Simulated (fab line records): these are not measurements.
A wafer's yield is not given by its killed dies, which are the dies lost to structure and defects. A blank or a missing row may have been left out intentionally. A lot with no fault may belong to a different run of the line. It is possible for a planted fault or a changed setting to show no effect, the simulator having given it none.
A struck lot beside a sound one    flow nand-harc    42 out of 1159 route steps
Sound: the wafers L945.1, L945.2, L945.6. Struck: wafers L952.2, L952.6. (L952.5 of the same lot was not struck and is left out.) The cause comes at the end.
Each step with rows lists, per side, the tool, then ch with its chambers, then its first start. Under that, the readings that differ: sound wafers    struck wafers    difference of the means    sigmas: that difference in standard deviations of wafers without a fault.
alike: words and numbers the same on both sides, and readings whose means are apart by under 2 such deviations; not compared: readings that were withheld, readings missing a value for some wafer, numbers with overlapping values and no deviation given by the record, and bounds like >300 which may hide the same value.
The two part at a step that has a row with sigmas, a row that says differs or no value, or rows on one side only. When numbers do not overlap yet have no deviation, they are printed without sigmas and do not part them. Lack of a reading on every wafer of one side parts them only where that side has two or more wafers.

first, 3 steps without rows for these wafers: NHARC_A_CONTACT_DESCUM_47 (chemistry O2, time 3 s); NHARC_A_CONTACT_ETCH_48 (etches the open film in CF4, target depth 39 nm, time 65 s); NHARC_A_CONTACT_ETCH_49 (etches the open film in N2/H2, target depth 260 nm, time 475.3 s).
NHARC_A_CONTACT_ETCH_50: etches the open film in CF4/CHF3, target depth 84.7 nm, time 42.4 s.
  sound: rie-diel-07 ch 2,3; struck: rie-diel-07 ch 0,2
  alike: drypump-motor-current-A, oes-product-au, rf-vpp-V, showerhead-plenum-p-Torr, throttle-valve-pct
  not compared: rf-hours-counter-h
then, 2 steps without rows for these wafers: NHARC_A_CONTACT_ETCH_51 (etches the open film in O2/COS, target depth 3600 nm, time 936 s); NHARC_A_CONTACT_ETCH_111 (etches the open film in C4F8/O2/Ar, time 140 s, target depth 700 nm).
NHARC_A_CONTACT_ETCH_112: etches the open film in C4F8/O2/Ar, time 94 s, target depth 922 nm.
  sound on har-cap-etch-03 ch 0,1, day 17 16:34; struck on har-cap-etch-03 ch 0, day 19 14:19
  alike: oes-air-line-au
  not compared: rf-hours-counter-h
then, 5 steps without rows for these wafers: NHARC_A_CONTACT_ETCH_113 (etches the open film in C4F8/O2/Ar, time 94 s, target depth 922 nm); NHARC_A_CONTACT_ETCH_114 (etches the open film in C4F8/O2/Ar, time 94 s, target depth 922 nm); NHARC_A_CONTACT_ETCH_115 (etches the open film in C4F8/O2/Ar, time 94 s, target depth 922 nm); NHARC_A_CONTACT_ETCH_116 (etches the open film in C4F8/O2/Ar, time 94 s, target depth 922 nm); NHARC_A_CONTACT_ETCH_117 (etches the open film in C4F8/O2/Ar, time 94 s, target depth 922 nm).
NHARC_A_CONTACT_ETCH_118: etches the open film in C4F8/O2/Ar, time 94 s, target depth 922 nm.
  sound on har-cap-etch-03 ch 0,1, day 17 17:07; struck on har-cap-etch-03 ch 0, day 19 14:52
  alike: oes-air-line-au
  not compared: rf-hours-counter-h
then, 2 steps without rows for these wafers: NHARC_A_CONTACT_ETCH_119 (etches the open film in C4F8/O2/Ar, time 94 s, target depth 922 nm); NHARC_A_CONTACT_ETCH_120 (etches the open film in C4F8/O2/Ar, time 94 s, target depth 922 nm).
NHARC_A_CONTACT_ETCH_121: etches the open film in C4F8/O2/Ar, time 94 s, target depth 922 nm.
  sound on har-cap-etch-03 ch 0,1, day 17 17:23; struck on har-cap-etch-03 ch 0, day 19 15:08
  alike: oes-air-line-au
  not compared: rf-hours-counter-h
then, 1 step without rows for these wafers: NHARC_A_CONTACT_ETCH_122 (etches the open film in C4F8/O2/Ar, time 95 s, target depth 930 nm).
NHARC_A_CONTACT_ETCH_123: etches the open film in C4F8/O2/Ar, time 253 s, target depth 1090 nm.
  sound on har-cap-etch-03 ch 0,1, day 17 17:34; struck on har-cap-etch-03 ch 0, day 19 15:22
  alike: oes-air-line-au
  not compared: rf-hours-counter-h
then, 2 steps without rows for these wafers: NHARC_A_CONTACT_ETCH_90 (etches the open film in CH3F/O2, target depth 40 nm, time 85.7 s); NHARC_A_CONTACT_ETCH_96 (etches the open film in C4F6/O2, target depth 20 nm, time 10 s).
NHARC_A_CONTACT_CD_MEAS_53:
  sound on cd-sem-03 at day 17 18:23; struck on cd-sem-03 at day 19 16:10
  alike: cd-nm
then, 4 steps without rows for these wafers: NHARC_A_CONTACT_STRIP_99 (strips in N2/H2); NHARC_A_CONTACT_STRIP_100 (strips in CF4/CHF3); NHARC_A_CONTACT_STRIP_101 (strips in O2/COS); NHARC_A_CONTACT_ETCH_102 (etches the open film in CF4/O2, target depth 70 nm, overetch 7 nm, time 38.5 s).
NHARC_A_CONTACT_STRIP_55: strips in O2.
  sound: rie-diel-03 ch 0,2,3; struck: rie-diel-06 ch 0,2
  alike: drypump-motor-current-A, oes-product-au, rf-vpp-V, showerhead-plenum-p-Torr, throttle-valve-pct
  not compared: rf-hours-counter-h
then, 13 steps without rows for these wafers: NHARC_A_CONTACT_STRIP_56 (strips in post etch residue remover, time 600 s); NHARC_A_CONTACT_DEP_57 (deposits aC, target thk 2800 nm); NHARC_A_CONTACT_DEP_58 (deposits SiON, target thk 60 nm); NHARC_A_CONTACT_DEHYDRATE_59 (time 120 s); NHARC_A_CONTACT_HMDS_60 (time 30 s); NHARC_A_CONTACT_COAT_61 (time 75 s); NHARC_A_CONTACT_COAT_62 (time 65 s); NHARC_A_CONTACT_COAT_63 (resist thk 90 nm); NHARC_A_CONTACT_SOFTBAKE_64 (time 55 s); NHARC_A_CONTACT_EBR_65; NHARC_A_CONTACT_EXPOSE_66 (exposes mask A CC 2); NHARC_A_CONTACT_PEB_67 (peb time 65 s); NHARC_A_CONTACT_DEVELOP_68 (develop time 35 s).
NHARC_A_CONTACT_CD_MEAS_69 targets a cd of 200 nm.
  sound on cd-sem-01 ch 0, day 17 22:32; struck on cd-sem-02 ch 0, day 19 19:42
reading     sound              struck       difference  sigmas
cd-nm (nm)  200.4 200.6 201.3  199.6 199.7  -1.1        -2
NHARC_A_CONTACT_OVL_MEAS_70:
  sound on overlay-02 at day 17 22:37; struck on overlay-01 at day 19 19:47
  alike: overlay-x-nm, overlay-y-nm
-- jump in the record: it breaks off in module A_CONTACT and resumes in module END (first step shown: number 1159 of the route), and 3 days separate the struck wafers' starts before and after --
NHARC_END_SORT_01:
  here the record holds rows for the struck wafers (prober-02 ch 0, day 23 01:22) but none for the sound ones

== WHERE THEY PART ==
At NHARC_A_CONTACT_CD_MEAS_69 first; at NHARC_END_SORT_01 last (within this record only).

WHY: what had been put in by the simulator
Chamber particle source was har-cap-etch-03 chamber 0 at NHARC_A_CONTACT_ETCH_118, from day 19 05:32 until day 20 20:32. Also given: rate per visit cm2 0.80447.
